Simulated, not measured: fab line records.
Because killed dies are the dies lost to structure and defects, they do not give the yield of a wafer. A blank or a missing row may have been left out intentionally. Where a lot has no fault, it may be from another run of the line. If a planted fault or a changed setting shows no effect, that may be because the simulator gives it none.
Which tool is to blame? || flow n5 finfet || 23 lots, 69 wafers sampled, at 4 steps of a route of 1938

WHAT THE GAUGES READ, wafer by wafer
N5_BEOL_M8_INSPECT_58: inspects for defects (darkfield). Usual: raw defect count reads 73 (standard deviation 23).
{"lot": "L074", "measured": "day 10 08:24", "on": "defect inspect-02", "raw defect count": "90 89 97", "flag": ""}
{"lot": "L076", "measured": "day 10 13:32", "on": "defect inspect-01", "raw defect count": "69 59 53", "flag": ""}
{"lot": "L079", "measured": "day 10 21:29", "on": "defect inspect-02", "raw defect count": "69 41 41", "flag": ""}
{"lot": "L078", "measured": "day 11 06:20", "on": "defect inspect-01", "raw defect count": "116 103 111", "flag": ""}
{"lot": "L081", "measured": "day 11 19:57", "on": "defect inspect-01", "raw defect count": "50 37 45", "flag": ""}
{"lot": "L082", "measured": "day 11 20:31", "on": "defect inspect-01", "raw defect count": "58 69 62", "flag": ""}
{"lot": "L077", "measured": "day 12 04:59", "on": "defect inspect-02", "raw defect count": "68 83 68", "flag": ""}
{"lot": "L080", "measured": "day 12 05:17", "on": "defect inspect-02", "raw defect count": "79 88 68", "flag": ""}
{"lot": "L083", "measured": "day 12 16:14", "on": "defect inspect-02", "raw defect count": "88 94 51", "flag": ""}
{"lot": "L084", "measured": "day 12 17:33", "on": "defect inspect-02", "raw defect count": "130 49 73", "flag": ""}
{"lot": "L085", "measured": "day 13 03:25", "on": "defect inspect-02", "raw defect count": "57 79 66", "flag": ""}
{"lot": "L086", "measured": "day 13 07:23", "on": "defect inspect-02", "raw defect count": "43 98 65", "flag": ""}
{"lot": "L088", "measured": "day 13 09:12", "on": "defect inspect-02", "raw defect count": "118 87 68", "flag": ""}
{"lot": "L087", "measured": "day 13 14:48", "on": "defect inspect-02", "raw defect count": "72 88 93", "flag": ""}
{"lot": "L089", "measured": "day 14 06:43", "on": "defect inspect-02", "raw defect count": "71 61 130", "flag": ""}
{"lot": "L090", "measured": "day 14 07:28", "on": "defect inspect-02", "raw defect count": "50 68 73", "flag": ""}
{"lot": "L091", "measured": "day 14 16:02", "on": "defect inspect-02", "raw defect count": "57 72 86", "flag": ""}
{"lot": "L092", "measured": "day 14 19:44", "on": "defect inspect-02", "raw defect count": "65 42 64", "flag": ""}
{"lot": "L094", "measured": "day 15 05:16", "on": "defect inspect-02", "raw defect count": "45 89 79", "flag": ""}
{"lot": "L095", "measured": "day 15 05:23", "on": "defect inspect-01", "raw defect count": "76 57 56", "flag": ""}
{"lot": "L093", "measured": "day 15 05:41", "on": "defect inspect-02", "raw defect count": "54 31 66", "flag": ""}
{"lot": "L096", "measured": "day 15 07:08", "on": "defect inspect-02", "raw defect count": "43 55 37", "flag": ""}
{"lot": "L097", "measured": "day 15 10:51", "on": "defect inspect-02", "raw defect count": "114 78 58", "flag": ""}

N5_BEOL_M9_OVL_MEAS_29. Usual: V8_OVL 0.0 nm, standard deviation 0.65.
{"lot": "L074", "measured": "day 10 12:50", "on": "overlay-02", "V8_OVL (nm)": "1.0 -0.2 0.0", "flag": ""}
{"lot": "L076", "measured": "day 10 18:01", "on": "overlay-02", "V8_OVL (nm)": "-0.2 -0.7 -0.4", "flag": ""}
{"lot": "L079", "measured": "day 11 02:56", "on": "overlay-01", "V8_OVL (nm)": "0.4 0.3 1.3", "flag": ""}
{"lot": "L078", "measured": "day 11 12:41", "on": "overlay-02", "V8_OVL (nm)": "0.1 0.5 0.8", "flag": ""}
{"lot": "L081", "measured": "day 12 01:40", "on": "overlay-02", "V8_OVL (nm)": "-0.8 -0.5 -0.6", "flag": ""}
{"lot": "L082", "measured": "day 12 01:42", "on": "overlay-01", "V8_OVL (nm)": "-0.3 -0.8 0.1", "flag": ""}
{"lot": "L077", "measured": "day 12 11:16", "on": "overlay-02", "V8_OVL (nm)": "1.2 1.0 -0.1", "flag": ""}
{"lot": "L080", "measured": "day 12 11:22", "on": "overlay-02", "V8_OVL (nm)": "-0.3 -0.4 -0.7", "flag": ""}
{"lot": "L083", "measured": "day 12 21:51", "on": "overlay-02", "V8_OVL (nm)": "0.7 0.7 0.4", "flag": ""}
{"lot": "L084", "measured": "day 12 21:53", "on": "overlay-01", "V8_OVL (nm)": "-0.1 0.3 -0.2", "flag": ""}
{"lot": "L085", "measured": "day 13 07:03", "on": "overlay-01", "V8_OVL (nm)": "0.9 0.6 -0.2", "flag": ""}
{"lot": "L086", "measured": "day 13 11:11", "on": "overlay-01", "V8_OVL (nm)": "-0.3 -0.2 -1.0", "flag": ""}
{"lot": "L088", "measured": "day 13 13:12", "on": "overlay-02", "V8_OVL (nm)": "0.7 0.3 -0.6", "flag": ""}
{"lot": "L087", "measured": "day 13 18:21", "on": "overlay-02", "V8_OVL (nm)": "-0.5 -1.1 -0.5", "flag": ""}
{"lot": "L089", "measured": "day 14 12:29", "on": "overlay-01", "V8_OVL (nm)": "0.4 -0.4 0.2", "flag": ""}
{"lot": "L090", "measured": "day 14 12:32", "on": "overlay-02", "V8_OVL (nm)": "-0.2 1.2 -0.4", "flag": ""}
{"lot": "L091", "measured": "day 14 22:19", "on": "overlay-01", "V8_OVL (nm)": "-0.6 -0.2 -0.5", "flag": ""}
{"lot": "L092", "measured": "day 15 00:10", "on": "overlay-01", "V8_OVL (nm)": "0.2 0.0 0.4", "flag": ""}
{"lot": "L094", "measured": "day 15 09:16", "on": "overlay-02", "V8_OVL (nm)": "0.7 1.2 1.0", "flag": ""}
{"lot": "L095", "measured": "day 15 09:44", "on": "overlay-02", "V8_OVL (nm)": "-0.3 0.4 0.2", "flag": ""}
{"lot": "L093", "measured": "day 15 09:41", "on": "overlay-01", "V8_OVL (nm)": "-0.2 -0.1 0.6", "flag": ""}
{"lot": "L096", "measured": "day 15 10:17", "on": "overlay-02", "V8_OVL (nm)": "-0.9 -1.0 -0.6", "flag": ""}
{"lot": "L097", "measured": "day 15 14:06", "on": "overlay-02", "V8_OVL (nm)": "-0.1 -0.1 -0.3", "flag": ""}

WHICH TOOL RAN EACH LOT (tool, then ch and the chambers of the sampled wafers, then the start)
{"lot": "L074", "N5_BEOL_M9_DESCUM_16": "rie diel-01 ch 1,2, day 10 11:40", "N5_BEOL_M9_ETCH_62": "rie diel-01 ch 1,2, day 10 11:45"}
{"lot": "L076", "N5_BEOL_M9_DESCUM_16": "rie diel-06 ch 0,2,3, day 10 16:41", "N5_BEOL_M9_ETCH_62": "rie diel-06 ch 0,2,3, day 10 16:47"}
{"lot": "L079", "N5_BEOL_M9_DESCUM_16": "rie diel-06 ch 0,1, day 11 00:07", "N5_BEOL_M9_ETCH_62": "rie diel-06 ch 0,1, day 11 00:12"}
{"lot": "L078", "N5_BEOL_M9_DESCUM_16": "rie diel-02 ch 2,3, day 11 09:20", "N5_BEOL_M9_ETCH_62": "rie diel-02 ch 2,3, day 11 09:26"}
{"lot": "L081", "N5_BEOL_M9_DESCUM_16": "rie diel-01 ch 0,2,3, day 11 22:32", "N5_BEOL_M9_ETCH_62": "rie diel-01 ch 0,2,3, day 11 22:37"}
{"lot": "L082", "N5_BEOL_M9_DESCUM_16": "rie diel-02 ch 1,2,3, day 11 22:53", "N5_BEOL_M9_ETCH_62": "rie diel-02 ch 1,2,3, day 11 22:59"}
{"lot": "L077", "N5_BEOL_M9_DESCUM_16": "rie diel-06 ch 0,1,3, day 12 08:29", "N5_BEOL_M9_ETCH_62": "rie diel-06 ch 0,1,3, day 12 08:34"}
{"lot": "L080", "N5_BEOL_M9_DESCUM_16": "rie diel-01 ch 1,2,3, day 12 08:48", "N5_BEOL_M9_ETCH_62": "rie diel-01 ch 1,2,3, day 12 08:53"}
{"lot": "L083", "N5_BEOL_M9_DESCUM_16": "rie diel-01 ch 0,1,2, day 12 19:55", "N5_BEOL_M9_ETCH_62": "rie diel-01 ch 0,1,2, day 12 20:01"}
{"lot": "L084", "N5_BEOL_M9_DESCUM_16": "rie diel-06 ch 0,1,3, day 12 20:33", "N5_BEOL_M9_ETCH_62": "rie diel-06 ch 0,1,3, day 12 20:38"}
{"lot": "L085", "N5_BEOL_M9_DESCUM_16": "rie diel-01 ch 1,2,3, day 13 06:08", "N5_BEOL_M9_ETCH_62": "rie diel-01 ch 1,2,3, day 13 06:13"}
{"lot": "L086", "N5_BEOL_M9_DESCUM_16": "rie diel-02 ch 0,1,3, day 13 10:17", "N5_BEOL_M9_ETCH_62": "rie diel-02 ch 0,1,3, day 13 10:23"}
{"lot": "L088", "N5_BEOL_M9_DESCUM_16": "rie diel-01 ch 0,1,2, day 13 11:25", "N5_BEOL_M9_ETCH_62": "rie diel-01 ch 0,1,2, day 13 11:30"}
{"lot": "L087", "N5_BEOL_M9_DESCUM_16": "rie diel-01 ch 0,1,3, day 13 17:05", "N5_BEOL_M9_ETCH_62": "rie diel-01 ch 0,1,3, day 13 17:10"}
{"lot": "L089", "N5_BEOL_M9_DESCUM_16": "rie diel-02 ch 1,2, day 14 10:07", "N5_BEOL_M9_ETCH_62": "rie diel-02 ch 1,2, day 14 10:12"}
{"lot": "L090", "N5_BEOL_M9_DESCUM_16": "rie diel-06 ch 0,2, day 14 10:15", "N5_BEOL_M9_ETCH_62": "rie diel-06 ch 0,2, day 14 10:20"}
{"lot": "L091", "N5_BEOL_M9_DESCUM_16": "rie diel-06 ch 1,2, day 14 19:33", "N5_BEOL_M9_ETCH_62": "rie diel-06 ch 1,2, day 14 19:38"}
{"lot": "L092", "N5_BEOL_M9_DESCUM_16": "rie diel-06 ch 1,2,3, day 14 23:20", "N5_BEOL_M9_ETCH_62": "rie diel-06 ch 1,2,3, day 14 23:26"}
{"lot": "L094", "N5_BEOL_M9_DESCUM_16": "rie diel-01 ch 1,3, day 15 08:10", "N5_BEOL_M9_ETCH_62": "rie diel-01 ch 1,3, day 15 08:16"}
{"lot": "L095", "N5_BEOL_M9_DESCUM_16": "rie diel-01 ch 0,1,3, day 15 08:26", "N5_BEOL_M9_ETCH_62": "rie diel-01 ch 0,1,3, day 15 08:31"}
{"lot": "L093", "N5_BEOL_M9_DESCUM_16": "rie diel-02 ch 2,3, day 15 08:31", "N5_BEOL_M9_ETCH_62": "rie diel-02 ch 2,3, day 15 08:35"}
{"lot": "L096", "N5_BEOL_M9_DESCUM_16": "rie diel-02 ch 0,2,3, day 15 08:47", "N5_BEOL_M9_ETCH_62": "rie diel-02 ch 0,2,3, day 15 08:53"}
{"lot": "L097", "N5_BEOL_M9_DESCUM_16": "rie diel-01 ch 0,3, day 15 12:28", "N5_BEOL_M9_ETCH_62": "rie diel-01 ch 0,3, day 15 12:32"}
- N5_BEOL_M9_DESCUM_16: chemistry O2, time 7.9 s.
- N5_BEOL_M9_ETCH_62: etches SOC in N2/H2, target depth 110 nm, overetch 22 nm, time 165 s.

WHAT THE TOOLS THEMSELVES READ (means of the sampled wafers that have a number; where no wafer has one, the mark that the record gives instead)
N5_BEOL_M9_DESCUM_16. Usual: drypump motor current A 5.8 A, standard deviation 0.39; oes product au 0.78 a.u., standard deviation 0.084; rf vpp V 242.7 V, standard deviation 1.2; showerhead plenum p Torr 2.06 Torr, standard deviation 0.051; throttle valve pct 20.45 %, standard deviation 0.27.
{"lot": "L074", "tool": "rie diel-01", "drypump motor current A (A)": 5.6, "oes product au (a.u.)": 0.75, "rf vpp V (V)": 242.1, "showerhead plenum p Torr (Torr)": 2.01, "throttle valve pct (%)": 20.29, "flag": ""}
{"lot": "L076", "tool": "rie diel-06", "drypump motor current A (A)": 5.7, "oes product au (a.u.)": 0.79, "rf vpp V (V)": 243.4, "showerhead plenum p Torr (Torr)": 2.10, "throttle valve pct (%)": 20.74, "flag": ""}
{"lot": "L079", "tool": "rie diel-06", "drypump motor current A (A)": 5.5, "oes product au (a.u.)": 0.78, "rf vpp V (V)": 243.5, "showerhead plenum p Torr (Torr)": 2.08, "throttle valve pct (%)": 20.27, "flag": ""}
{"lot": "L078", "tool": "rie diel-02", "drypump motor current A (A)": 6.2, "oes product au (a.u.)": 0.78, "rf vpp V (V)": 242.5, "showerhead plenum p Torr (Torr)": 2.12, "throttle valve pct (%)": 20.49, "flag": ""}
{"lot": "L081", "tool": "rie diel-01", "drypump motor current A (A)": 6.1, "oes product au (a.u.)": 0.79, "rf vpp V (V)": 243.3, "showerhead plenum p Torr (Torr)": 2.06, "throttle valve pct (%)": 20.39, "flag": ""}
{"lot": "L082", "tool": "rie diel-02", "drypump motor current A (A)": 6.0, "oes product au (a.u.)": 0.83, "rf vpp V (V)": 243.2, "showerhead plenum p Torr (Torr)": 2.09, "throttle valve pct (%)": 20.54, "flag": ""}
{"lot": "L077", "tool": "rie diel-06", "drypump motor current A (A)": 5.5, "oes product au (a.u.)": 0.77, "rf vpp V (V)": 242.8, "showerhead plenum p Torr (Torr)": 2.10, "throttle valve pct (%)": 20.48, "flag": ""}
{"lot": "L080", "tool": "rie diel-01", "drypump motor current A (A)": 5.8, "oes product au (a.u.)": 0.74, "rf vpp V (V)": 242.1, "showerhead plenum p Torr (Torr)": 2.03, "throttle valve pct (%)": 20.43, "flag": ""}
{"lot": "L083", "tool": "rie diel-01", "drypump motor current A (A)": 5.9, "oes product au (a.u.)": 0.79, "rf vpp V (V)": 242.0, "showerhead plenum p Torr (Torr)": 2.04, "throttle valve pct (%)": 20.29, "flag": ""}
{"lot": "L084", "tool": "rie diel-06", "drypump motor current A (A)": 5.5, "oes product au (a.u.)": 0.76, "rf vpp V (V)": 243.2, "showerhead plenum p Torr (Torr)": 2.10, "throttle valve pct (%)": 20.49, "flag": ""}
{"lot": "L085", "tool": "rie diel-01", "drypump motor current A (A)": 5.8, "oes product au (a.u.)": 0.73, "rf vpp V (V)": 241.4, "showerhead plenum p Torr (Torr)": 2.03, "throttle valve pct (%)": 20.43, "flag": ""}
{"lot": "L086", "tool": "rie diel-02", "drypump motor current A (A)": 5.7, "oes product au (a.u.)": 0.85, "rf vpp V (V)": 242.7, "showerhead plenum p Torr (Torr)": 2.05, "throttle valve pct (%)": 20.47, "flag": ""}
{"lot": "L088", "tool": "rie diel-01", "drypump motor current A (A)": 5.9, "oes product au (a.u.)": 0.78, "rf vpp V (V)": 242.6, "showerhead plenum p Torr (Torr)": 2.04, "throttle valve pct (%)": 20.29, "flag": ""}
{"lot": "L087", "tool": "rie diel-01", "drypump motor current A (A)": 6.0, "oes product au (a.u.)": 0.77, "rf vpp V (V)": 242.1, "showerhead plenum p Torr (Torr)": 2.01, "throttle valve pct (%)": 20.26, "flag": ""}
{"lot": "L089", "tool": "rie diel-02", "drypump motor current A (A)": 5.9, "oes product au (a.u.)": 0.84, "rf vpp V (V)": 243.0, "showerhead plenum p Torr (Torr)": 2.07, "throttle valve pct (%)": 20.59, "flag": ""}
{"lot": "L090", "tool": "rie diel-06", "drypump motor current A (A)": 5.8, "oes product au (a.u.)": 0.82, "rf vpp V (V)": 243.2, "showerhead plenum p Torr (Torr)": 2.07, "throttle valve pct (%)": 20.76, "flag": ""}
{"lot": "L091", "tool": "rie diel-06", "drypump motor current A (A)": 5.7, "oes product au (a.u.)": 0.71, "rf vpp V (V)": 242.3, "showerhead plenum p Torr (Torr)": 2.08, "throttle valve pct (%)": 20.38, "flag": ""}
{"lot": "L092", "tool": "rie diel-06", "drypump motor current A (A)": 5.6, "oes product au (a.u.)": 0.70, "rf vpp V (V)": 242.7, "showerhead plenum p Torr (Torr)": 2.10, "throttle valve pct (%)": 20.58, "flag": ""}
{"lot": "L094", "tool": "rie diel-01", "drypump motor current A (A)": 5.7, "oes product au (a.u.)": 0.71, "rf vpp V (V)": 241.8, "showerhead plenum p Torr (Torr)": 1.98, "throttle valve pct (%)": 20.31, "flag": ""}
{"lot": "L095", "tool": "rie diel-01", "drypump motor current A (A)": 6.0, "oes product au (a.u.)": 0.76, "rf vpp V (V)": 241.4, "showerhead plenum p Torr (Torr)": 2.00, "throttle valve pct (%)": 20.29, "flag": ""}
{"lot": "L093", "tool": "rie diel-02", "drypump motor current A (A)": 6.1, "oes product au (a.u.)": 0.71, "rf vpp V (V)": 244.0, "showerhead plenum p Torr (Torr)": 2.12, "throttle valve pct (%)": 20.60, "flag": ""}
{"lot": "L096", "tool": "rie diel-02", "drypump motor current A (A)": 5.8, "oes product au (a.u.)": 0.75, "rf vpp V (V)": 243.0, "showerhead plenum p Torr (Torr)": 2.08, "throttle valve pct (%)": 20.53, "flag": ""}
{"lot": "L097", "tool": "rie diel-01", "drypump motor current A (A)": 6.2, "oes product au (a.u.)": 0.76, "rf vpp V (V)": 241.6, "showerhead plenum p Torr (Torr)": 2.02, "throttle valve pct (%)": 20.40, "flag": ""}

N5_BEOL_M9_ETCH_62. Usual: drypump motor current A 5.8 A, standard deviation 0.39; oes product au 0.66 a.u., standard deviation 0.066; rf vpp V 522.8 V, standard deviation 2; showerhead plenum p Torr 2.50 Torr, standard deviation 0.065; throttle valve pct 17.81 %, standard deviation 0.29.
{"lot": "L074", "tool": "rie diel-01", "drypump motor current A (A)": 5.6, "oes product au (a.u.)": 0.64, "rf vpp V (V)": 522.7, "showerhead plenum p Torr (Torr)": 2.46, "throttle valve pct (%)": 17.74, "flag": ""}
{"lot": "L076", "tool": "rie diel-06", "drypump motor current A (A)": 5.7, "oes product au (a.u.)": 0.66, "rf vpp V (V)": 523.1, "showerhead plenum p Torr (Torr)": 2.53, "throttle valve pct (%)": 17.98, "flag": ""}
{"lot": "L079", "tool": "rie diel-06", "drypump motor current A (A)": 5.5, "oes product au (a.u.)": 0.66, "rf vpp V (V)": 522.7, "showerhead plenum p Torr (Torr)": 2.52, "throttle valve pct (%)": 17.54, "flag": ""}
{"lot": "L078", "tool": "rie diel-02", "drypump motor current A (A)": 6.2, "oes product au (a.u.)": 0.66, "rf vpp V (V)": 525.6, "showerhead plenum p Torr (Torr)": 2.58, "throttle valve pct (%)": 17.99, "flag": ""}
{"lot": "L081", "tool": "rie diel-01", "drypump motor current A (A)": 6.2, "oes product au (a.u.)": 0.68, "rf vpp V (V)": 522.6, "showerhead plenum p Torr (Torr)": 2.48, "throttle valve pct (%)": 17.72, "flag": ""}
{"lot": "L082", "tool": "rie diel-02", "drypump motor current A (A)": 6.0, "oes product au (a.u.)": 0.70, "rf vpp V (V)": 525.5, "showerhead plenum p Torr (Torr)": 2.56, "throttle valve pct (%)": 18.05, "flag": ""}
{"lot": "L077", "tool": "rie diel-06", "drypump motor current A (A)": 5.5, "oes product au (a.u.)": 0.66, "rf vpp V (V)": 525.0, "showerhead plenum p Torr (Torr)": 2.54, "throttle valve pct (%)": 17.77, "flag": ""}
{"lot": "L080", "tool": "rie diel-01", "drypump motor current A (A)": 5.8, "oes product au (a.u.)": 0.63, "rf vpp V (V)": 521.6, "showerhead plenum p Torr (Torr)": 2.46, "throttle valve pct (%)": 17.81, "flag": ""}
{"lot": "L083", "tool": "rie diel-01", "drypump motor current A (A)": 5.9, "oes product au (a.u.)": 0.67, "rf vpp V (V)": 521.1, "showerhead plenum p Torr (Torr)": 2.47, "throttle valve pct (%)": 17.70, "flag": ""}
{"lot": "L084", "tool": "rie diel-06", "drypump motor current A (A)": 5.5, "oes product au (a.u.)": 0.65, "rf vpp V (V)": 523.7, "showerhead plenum p Torr (Torr)": 2.54, "throttle valve pct (%)": 17.80, "flag": ""}
{"lot": "L085", "tool": "rie diel-01", "drypump motor current A (A)": 5.8, "oes product au (a.u.)": 0.62, "rf vpp V (V)": 520.9, "showerhead plenum p Torr (Torr)": 2.46, "throttle valve pct (%)": 17.82, "flag": ""}
{"lot": "L086", "tool": "rie diel-02", "drypump motor current A (A)": 5.7, "oes product au (a.u.)": 0.71, "rf vpp V (V)": 523.0, "showerhead plenum p Torr (Torr)": 2.50, "throttle valve pct (%)": 17.95, "flag": ""}
{"lot": "L088", "tool": "rie diel-01", "drypump motor current A (A)": 5.9, "oes product au (a.u.)": 0.66, "rf vpp V (V)": 521.5, "showerhead plenum p Torr (Torr)": 2.47, "throttle valve pct (%)": 17.71, "flag": ""}
{"lot": "L087", "tool": "rie diel-01", "drypump motor current A (A)": 6.0, "oes product au (a.u.)": 0.66, "rf vpp V (V)": 520.4, "showerhead plenum p Torr (Torr)": 2.43, "throttle valve pct (%)": 17.57, "flag": ""}
{"lot": "L089", "tool": "rie diel-02", "drypump motor current A (A)": 5.9, "oes product au (a.u.)": 0.71, "rf vpp V (V)": 524.0, "showerhead plenum p Torr (Torr)": 2.53, "throttle valve pct (%)": 18.14, "flag": ""}
{"lot": "L090", "tool": "rie diel-06", "drypump motor current A (A)": 5.8, "oes product au (a.u.)": 0.68, "rf vpp V (V)": 522.9, "showerhead plenum p Torr (Torr)": 2.48, "throttle valve pct (%)": 17.87, "flag": ""}
{"lot": "L091", "tool": "rie diel-06", "drypump motor current A (A)": 5.7, "oes product au (a.u.)": 0.59, "rf vpp V (V)": 523.4, "showerhead plenum p Torr (Torr)": 2.52, "throttle valve pct (%)": 17.73, "flag": ""}
{"lot": "L092", "tool": "rie diel-06", "drypump motor current A (A)": 5.6, "oes product au (a.u.)": 0.60, "rf vpp V (V)": 523.7, "showerhead plenum p Torr (Torr)": 2.54, "throttle valve pct (%)": 17.95, "flag": ""}
{"lot": "L094", "tool": "rie diel-01", "drypump motor current A (A)": 5.7, "oes product au (a.u.)": 0.61, "rf vpp V (V)": 520.5, "showerhead plenum p Torr (Torr)": 2.41, "throttle valve pct (%)": 17.67, "flag": ""}
{"lot": "L095", "tool": "rie diel-01", "drypump motor current A (A)": 6.0, "oes product au (a.u.)": 0.65, "rf vpp V (V)": 521.2, "showerhead plenum p Torr (Torr)": 2.42, "throttle valve pct (%)": 17.59, "flag": ""}
{"lot": "L093", "tool": "rie diel-02", "drypump motor current A (A)": 6.1, "oes product au (a.u.)": 0.61, "rf vpp V (V)": 525.2, "showerhead plenum p Torr (Torr)": 2.59, "throttle valve pct (%)": 18.08, "flag": ""}
{"lot": "L096", "tool": "rie diel-02", "drypump motor current A (A)": 5.8, "oes product au (a.u.)": 0.64, "rf vpp V (V)": 524.4, "showerhead plenum p Torr (Torr)": 2.54, "throttle valve pct (%)": 17.98, "flag": ""}
{"lot": "L097", "tool": "rie diel-01", "drypump motor current A (A)": 6.2, "oes product au (a.u.)": 0.65, "rf vpp V (V)": 519.6, "showerhead plenum p Torr (Torr)": 2.43, "throttle valve pct (%)": 17.63, "flag": ""}

THE ANSWER, worked out from the rows above alone
Rule: a lot is off if the mean of its wafers that have a number lies more than 3 standard deviations from the usual mean. A lot without any number at a reading at which 4 lots or more have one is off too. All remaining lots with rows at the step are treated as sound. The gauges are gone through in route order, then the tools' own readings, and for those a lot's mean is taken as printed above. At the first step where some lot is off, the reading lying furthest off is the one used; lots without a number count as furthest.
Nothing can be told from this: no lot is off at any reading shown.

WHAT HAD BEEN PUT IN BY THE SIMULATOR
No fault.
